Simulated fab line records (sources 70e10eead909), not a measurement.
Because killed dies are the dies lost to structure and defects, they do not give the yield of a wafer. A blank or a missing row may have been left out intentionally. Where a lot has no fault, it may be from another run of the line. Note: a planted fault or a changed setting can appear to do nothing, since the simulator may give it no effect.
Which tool is to blame? ; flow nandHarc ; Sampling: 24 lots, 72 wafers, 5 of 1302 route steps

WHAT THE GAUGES READ, wafer by wafer
NHARC_A_M0_OVL_MEAS_10: pitch 160 nm. Usual: overlayXNm 0.1 nm, standard deviation 0.82; overlayYNm 0.0 nm, standard deviation 0.74.
lot;measured;on;overlayXNm (nm);overlayYNm (nm);flag
L074;day 22 22:53;overlay-02;0.6 0.6 1.1;0.5 0.7 0.7;
L075;day 23 01:56;overlay-02;1.0 0.6 1.4;-0.7 -0.1 -0.6;
L077;day 23 18:29;overlay-02;0.4 0.5 0.9;-1.1 -1.1 -1.1;
L078;day 23 19:50;overlay-02;-0.9 -1.3 -0.2;-1.0 -0.6 -0.5;
L076;day 23 23:06;overlay-02;0.0 0.5 0.4;1.9 1.8 1.7;
L080;day 24 09:23;overlay-01;1.0 0.8 0.4;-0.3 -0.4 0.6;
L079;day 24 10:38;overlay-02;-0.1 0.0 0.0;0.1 -0.3 -0.6;
L082;day 25 12:49;overlay-02;0.1 -0.3 -0.6;-0.5 -0.7 -1.2;
L081;day 25 19:19;overlay-01;-0.2 0.2 0.7;0.4 0.2 0.0;
L084;day 26 21:28;overlay-01;-1.1 -0.2 -0.4;-0.6 -0.7 -0.5;
L083;day 26 22:38;overlay-01;0.4 0.3 0.8;0.2 0.7 1.0;
L085;day 27 17:55;overlay-01;1.7 2.3 2.4;-0.2 0.3 0.3;
L086;day 27 18:58;overlay-02;-0.4 0.1 0.2;-0.6 -0.8 -1.2;
L088;day 28 21:08;overlay-02;0.1 0.4 0.6;0.5 -0.1 0.7;
L087;day 29 01:57;overlay-02;-0.2 -0.2 -0.7;-0.3 -0.6 -0.4;
L089;day 29 09:29;overlay-01;0.0 0.4 -0.2;-1.0 -0.6 -0.7;
L090;day 29 17:24;overlay-02;0.4 -0.2 0.4;0.5 0.4 0.4;
L091;day 30 04:52;overlay-01;-0.4 -0.7 -0.4;0.1 0.2 -0.1;
L093;day 30 05:46;overlay-02;0.3 -0.1 0.2;0.0 0.0 0.2;
L092;day 30 10:45;overlay-02;0.0 0.1 0.5;-0.7 -1.3 -0.5;
L094;day 31 12:04;overlay-01;-1.5 -1.5 -2.1;0.6 1.0 0.9;
L095;day 31 21:07;overlay-02;-0.6 -0.2 -0.1;0.8 0.5 0.8;
L097;day 32 09:41;overlay-02;-0.7 -1.2 -0.7;0.9 0.6 1.1;
L096;day 33 04:26;overlay-01;0.7 -0.3 -0.4;-0.3 -0.4 -0.8;

NHARC_A_M0_THK_MEAS_24: measures by xrf. Usual: 113.7 nm for thkNm, sd 1.5.
lot;measured;on;thkNm (nm);flag
L074;day 23 01:18;filmMetro-01;114.4 112.6 112.6;
L075;day 23 04:23;filmMetro-01;115.6 115.9 112.1;
L077;day 23 20:55;filmMetro-01;115.0 114.2 113.0;
L078;day 23 22:16;filmMetro-02;110.5 111.3 117.7;
L076;day 24 01:31;filmMetro-02;117.1 113.6 114.6;
L080;day 24 11:50;filmMetro-02;115.7 114.2 113.8;
L079;day 24 13:04;filmMetro-02;113.1 111.3 113.5;
L082;day 25 15:14;filmMetro-01;116.5 113.8 114.4;
L081;day 25 21:44;filmMetro-02;115.0 116.1 113.8;
L084;day 26 23:57;filmMetro-02;111.5 114.4 111.9;
L083;day 27 01:08;filmMetro-01;115.3 113.2 113.7;
L085;day 27 20:21;filmMetro-02;112.1 112.6 115.4;
L086;day 27 21:29;filmMetro-02;113.0 111.3 114.5;
L088;day 28 23:33;filmMetro-02;116.0 113.1 114.1;
L087;day 29 04:22;filmMetro-02;114.3 113.9 113.9;
L089;day 29 11:55;filmMetro-02;113.4 113.2 115.0;
L090;day 29 19:50;filmMetro-02;114.4 112.9 112.9;
L091;day 30 07:17;filmMetro-01;114.5 115.1 113.1;
L093;day 30 08:11;filmMetro-01;116.2 114.1 115.5;
L092;day 30 13:10;filmMetro-02;114.6 114.1 112.3;
L094;day 31 14:29;filmMetro-02;113.2 110.7 112.1;
L095;day 31 23:34;filmMetro-02;111.8 113.1 113.2;
L097;day 32 12:07;filmMetro-02;114.0 116.1 114.3;
L096;day 33 06:50;filmMetro-01;114.5 112.3 114.8;

WHICH TOOL RAN EACH LOT (tool, then ch and the chambers of the sampled wafers, then the start)
lot;NHARC_A_CONTACT_ETCH_135;NHARC_A_BLC_ETCH_18;NHARC_A_M0_STRIP_18
L074;harCapEtch-03 ch 0,1, day 22 13:49;rieDiel-04 ch 0,3, day 22 22:53 or earlier;rieDiel-08 ch 0,3, day 22 23:23
L075;harCapEtch-03 ch 0,1, day 22 15:58;rieDiel-04 ch 0,2, day 23 01:56 or earlier;rieDiel-08 ch 0,1,3, day 23 02:27
L077;harCapEtch-01 ch 0, day 23 09:26;rieDiel-07 ch 1,3, day 23 18:29 or earlier;rieDiel-01 ch 1,3, day 23 18:59
L078;harCapEtch-02 ch 0,1, day 23 11:05;rieDiel-04 ch 1,2, day 23 19:50 or earlier;rieDiel-05 ch 0,2,3, day 23 20:22
L076;harCapEtch-03 ch 0,1, day 23 14:10;rieDiel-07 ch 1,2,3, day 23 23:06 or earlier;rieDiel-01 ch 0,2, day 23 23:35
L080;harCapEtch-03 ch 0,1, day 23 23:55;rieDiel-04 ch 1,2,3, day 24 09:23 or earlier;rieDiel-05 ch 1,2, day 24 09:54
L079;harCapEtch-01 ch 0,1, day 24 01:51;rieDiel-06 ch 0,1, day 24 10:38 or earlier;rieDiel-05 ch 0,1,2, day 24 11:10
L082;harCapEtch-03 ch 0,1, day 25 04:02;rieDiel-07 ch 0,3, day 25 12:49 or earlier;rieDiel-08 ch 0,1, day 25 13:19
L081;harCapEtch-01 ch 0,1, day 25 10:26;rieDiel-04 ch 0,2,3, day 25 19:19 or earlier;rieDiel-01 ch 1,2,3, day 25 19:49
L084;harCapEtch-02 ch 0,1, day 26 12:08;rieDiel-04 ch 0,1,3, day 26 21:28 or earlier;rieDiel-05 ch 0,1,3, day 26 21:59
L083;harCapEtch-02 ch 0,1, day 26 13:42;rieDiel-04 ch 1,2, day 26 22:38 or earlier;rieDiel-05 ch 2,3, day 26 23:08
L085;harCapEtch-02 ch 1, day 27 09:08;rieDiel-07 ch 1,2,3, day 27 17:55 or earlier;rieDiel-05 ch 0,1,2, day 27 18:25
L086;harCapEtch-03 ch 0,1, day 27 09:13;rieDiel-06 ch 0,1,3, day 27 18:58 or earlier;rieDiel-08 ch 0,2,3, day 27 19:29
L088;harCapEtch-01 ch 0,1, day 28 12:01;rieDiel-04 ch 0,3, day 28 21:08 or earlier;rieDiel-08 ch 0,2,3, day 28 21:37
L087;harCapEtch-03 ch 0,1, day 28 16:30;rieDiel-04 ch 0,1,3, day 29 01:57 or earlier;rieDiel-01 ch 1,2,3, day 29 02:25
L089;harCapEtch-01 ch 0,1, day 29 00:49;rieDiel-07 ch 0,1,3, day 29 09:29 or earlier;rieDiel-01 ch 0,1,2, day 29 10:01
L090;harCapEtch-03 ch 0,1, day 29 08:02;rieDiel-04 ch 0,1,3, day 29 17:24 or earlier;rieDiel-08 ch 0,1,2, day 29 17:55
L091;harCapEtch-01 ch 0,1, day 29 19:26;rieDiel-04 ch 0,1, day 30 01:22;rieDiel-05 ch 1,2, day 30 05:20
L093;harCapEtch-02 ch 0,1, day 29 20:46;rieDiel-07 ch 1,2, day 30 05:46 or earlier;rieDiel-05 ch 0,3, day 30 06:16
L092;harCapEtch-03 ch 0,1, day 30 00:36;rieDiel-07 ch 0,3, day 30 10:45 or earlier;rieDiel-05 ch 1,2,3, day 30 11:14
L094;harCapEtch-01 ch 0,1, day 31 03:07;rieDiel-04 ch 0,1,3, day 31 12:04 or earlier;rieDiel-08 ch 0,1, day 31 12:33
L095;harCapEtch-01 ch 0,1, day 31 12:22;rieDiel-06 ch 0,2, day 31 21:07 or earlier;rieDiel-08 ch 0,1, day 31 21:38
L097;harCapEtch-01 ch 0,1, day 32 00:49;rieDiel-07 ch 1,2,3, day 32 09:41 or earlier;rieDiel-01 ch 1,2,3, day 32 10:10
L096;harCapEtch-01 ch 0,1, day 32 19:35;rieDiel-07 ch 0,2, day 33 04:26 or earlier;rieDiel-05 ch 1,2,3, day 33 04:55
- NHARC_A_CONTACT_ETCH_135: etches the open film in C4F8/O2/Ar, time 311 s, target depth 1912 nm.
- NHARC_A_BLC_ETCH_18: etches the open film in C4F8/O2/Ar, target depth 910 nm.
- NHARC_A_M0_STRIP_18: strips in N2/H2.

WHAT THE TOOLS THEMSELVES READ (means of the sampled wafers that have a number; where no wafer has one, the mark that the record gives instead)
NHARC_A_CONTACT_ETCH_135. Usual: 19.999 mTorr for chamberPressureMTorr, sd 0.018.
lot;tool;chamberPressureMTorr (mTorr);flag
L074;harCapEtch-03;20.005;
L075;harCapEtch-03;19.997;
L077;harCapEtch-01;19.987;
L078;harCapEtch-02;20.009;
L076;harCapEtch-03;19.985;
L080;harCapEtch-03;19.992;
L079;harCapEtch-01;20.005;
L082;harCapEtch-03;20.015;
L081;harCapEtch-01;20.004;
L084;harCapEtch-02;19.999;
L083;harCapEtch-02;20.002;
L085;harCapEtch-02;19.997;
L086;harCapEtch-03;19.983;
L088;harCapEtch-01;20.010;
L087;harCapEtch-03;20.007;
L089;harCapEtch-01;20.002;
L090;harCapEtch-03;19.999;
L091;harCapEtch-01;20.000;
L093;harCapEtch-02;19.992;
L092;harCapEtch-03;19.985;
L094;harCapEtch-01;19.989;
L095;harCapEtch-01;20.008;
L097;harCapEtch-01;19.974;
L096;harCapEtch-01;19.995;

NHARC_A_BLC_ETCH_18. Usual: chamberPressureMTorr 25.001 mTorr, standard deviation 0.023; oesProductAu 0.955 a.u., standard deviation 0.023; rfVppV 975 V, standard deviation 5.9.
lot;tool;chamberPressureMTorr (mTorr);oesProductAu (a.u.);rfVppV (V);flag
L074;rieDiel-04;24.990;0.951;969;
L075;rieDiel-04;24.999;0.955;980;
L077;rieDiel-07;25.019;0.975;971;
L078;rieDiel-04;24.984;0.971;979;
L076;rieDiel-07;24.999;0.969;972;
L080;rieDiel-04;25.017;0.967;977;
L079;rieDiel-06;24.988;0.978;979;
L082;rieDiel-07;25.011;0.957;981;
L081;rieDiel-04;25.006;0.928;974;
L084;rieDiel-04;24.996;0.918;972;
L083;rieDiel-04;25.007;0.964;982;
L085;rieDiel-07;24.996;0.930;973;
L086;rieDiel-06;24.989;0.931;978;
L088;rieDiel-04;25.019;0.945;970;
L087;rieDiel-04;25.000;0.926;972;
L089;rieDiel-07;25.000;0.980;976;
L090;rieDiel-04;25.016;0.961;972;
L091;rieDiel-04;25.014;0.922;971;
L093;rieDiel-07;24.986;0.964;974;
L092;rieDiel-07;25.015;0.988;982;
L094;rieDiel-04;24.994;0.962;972;
L095;rieDiel-06;25.016;0.977;980;
L097;rieDiel-07;24.990;0.925;972;
L096;rieDiel-07;24.999;0.974;984;

NHARC_A_M0_STRIP_18. Usual: chamberPressureMTorr 29.999 mTorr, standard deviation 0.027; drypumpMotorCurrentA 5.6 A, standard deviation 0.52; h2FlowSccm 150.0 sccm, standard deviation 0.42; oesProductAu 0.999 a.u., standard deviation 0.011; powerW 1000 W, standard deviation 3.1; rfVppV 90.8 V, standard deviation 1; showerheadPlenumPTorr 2.06 Torr, standard deviation 0.088; throttleValvePct 14.171 %, standard deviation 0.0096.
lot;tool;chamberPressureMTorr (mTorr);drypumpMotorCurrentA (A);h2FlowSccm (sccm);oesProductAu (a.u.);powerW (W);rfVppV (V);showerheadPlenumPTorr (Torr);throttleValvePct (%);flag
L074;rieDiel-08;30.001;5.1;150.0;1.004;999;90.8;2.00;14.168;
L075;rieDiel-08;29.996;5.3;150.2;1.003;1000;90.7;2.02;14.168;
L077;rieDiel-01;29.990;6.1;150.0;0.988;998;91.2;2.14;14.170;
L078;rieDiel-05;29.991;5.4;150.1;1.004;1005;90.7;2.09;14.166;
L076;rieDiel-01;29.994;5.7;150.1;0.995;1000;90.8;1.98;14.176;
L080;rieDiel-05;29.990;5.3;150.3;0.993;1000;90.7;2.08;14.165;
L079;rieDiel-05;30.012;5.3;150.1;0.992;1001;90.3;2.06;14.171;
L082;rieDiel-08;30.008;5.4;150.1;0.989;996;90.6;1.98;14.181;
L081;rieDiel-01;29.986;5.9;149.9;1.001;1002;90.6;2.07;14.174;
L084;rieDiel-05;29.986;5.6;149.9;1.014;1000;90.1;2.02;14.166;
L083;rieDiel-05;30.005;5.7;149.8;1.011;1000;90.5;2.07;14.186;
L085;rieDiel-05;30.006;5.3;150.1;0.994;999;90.8;2.06;14.176;
L086;rieDiel-08;29.999;5.5;150.4;0.999;999;91.3;2.06;14.172;
L088;rieDiel-08;29.999;5.5;149.9;1.008;1001;90.8;2.06;14.176;
L087;rieDiel-01;29.990;5.8;150.0;1.006;997;90.7;2.06;14.166;
L089;rieDiel-01;30.000;5.9;149.6;1.006;1002;91.5;2.05;14.166;
L090;rieDiel-08;29.990;5.8;149.5;0.994;997;90.7;2.04;14.173;
L091;rieDiel-05;29.980;5.5;150.0;0.992;998;91.0;2.00;14.166;
L093;rieDiel-05;29.991;5.7;149.6;1.013;1002;91.0;2.05;14.168;
L092;rieDiel-05;30.011;5.6;149.8;0.996;1003;90.9;2.03;14.166;
L094;rieDiel-08;30.002;5.4;150.0;0.987;1001;90.1;1.98;14.168;
L095;rieDiel-08;30.025;5.4;150.3;0.983;1004;90.6;1.98;14.176;
L097;rieDiel-01;30.021;5.9;150.1;1.005;1000;91.0;2.06;14.170;
L096;rieDiel-05;30.012;5.6;150.0;0.994;998;91.1;2.03;14.168;

THE ANSWER, worked out from the rows above alone
Rule: a lot counts as off when the mean over its wafers that have a number is more than 3 standard deviations away from the usual mean. A lot without any number at a reading at which 4 lots or more have one is off too. Any other lot the step has rows for is counted as sound. The gauges are gone through in route order, then the tools' own readings, and for those a lot's mean is taken as printed above. At the first step where some lot is off, the reading lying furthest off is the one used; lots without a number count as furthest.
No lot is off at any reading shown: from this, nothing can be told.

WHAT THE SIMULATOR HAD INSERTED
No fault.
